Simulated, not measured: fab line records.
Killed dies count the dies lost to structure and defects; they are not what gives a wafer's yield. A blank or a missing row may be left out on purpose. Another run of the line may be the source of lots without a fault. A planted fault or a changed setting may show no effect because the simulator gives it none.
Chamber matching / flow n5Finfet / N5_BEOL_M8_CURE_75 on uvCure-02 has 3 sister chambers
The step cures SiCOH lowk, time 120 s. 3 wafers are shown with their chamber, then 7 later ones without.

WAFERS WITH THEIR CHAMBER
wafer=L080.4 chamber=0 wafer_temp_C_max=371.8
wafer=L087.6 chamber=2 wafer_temp_C_max=371.3
wafer=L088.3 chamber=1 wafer_temp_C_max=370.8

WAFERS WITHOUT THEIR CHAMBER
wafer=L088.5 wafer_temp_C_max=370.9
wafer=L090.2 wafer_temp_C_max=371.5
wafer=L090.3 wafer_temp_C_max=372.1
wafer=L090.4 wafer_temp_C_max=371.7
wafer=L096.1 wafer_temp_C_max=371.0
wafer=L096.3 wafer_temp_C_max=371.0
wafer=L096.5 wafer_temp_C_max=371.1

CHAMBER TAKEN BY EACH
wafer=L088.5; from the rows above=can't be placed: 1 or 2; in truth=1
wafer=L090.2; from the rows above=can't be placed: 2 or 0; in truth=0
wafer=L090.3; from the rows above=0; in truth=0
wafer=L090.4; from the rows above=can't be placed: 0 or 2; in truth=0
wafer=L096.1; from the rows above=can't be placed: 1 or 2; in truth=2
wafer=L096.3; from the rows above=can't be placed: 1 or 2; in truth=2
wafer=L096.5; from the rows above=can't be placed: 2 or 1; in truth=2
1 of 7 placed correctly. Cannot be placed on the basis of these rows: 6; the candidates contain the true chamber in 6. Wrongly placed: 0.
How it was worked out, from the rows above alone: a wafer's distance from a chamber is the root of the sum, over the readings, of the square of ((its reading less the chamber's mean) divided by the reading's scatter). The wafer belongs to the nearest chamber; if the next one is less than 2 further off, it can't be placed. A chamber's mean is the mean of its shown wafers. The scatter: root of mean squared gap, hidden wafer to nearest shown wafer, with one shown wafer a chamber.
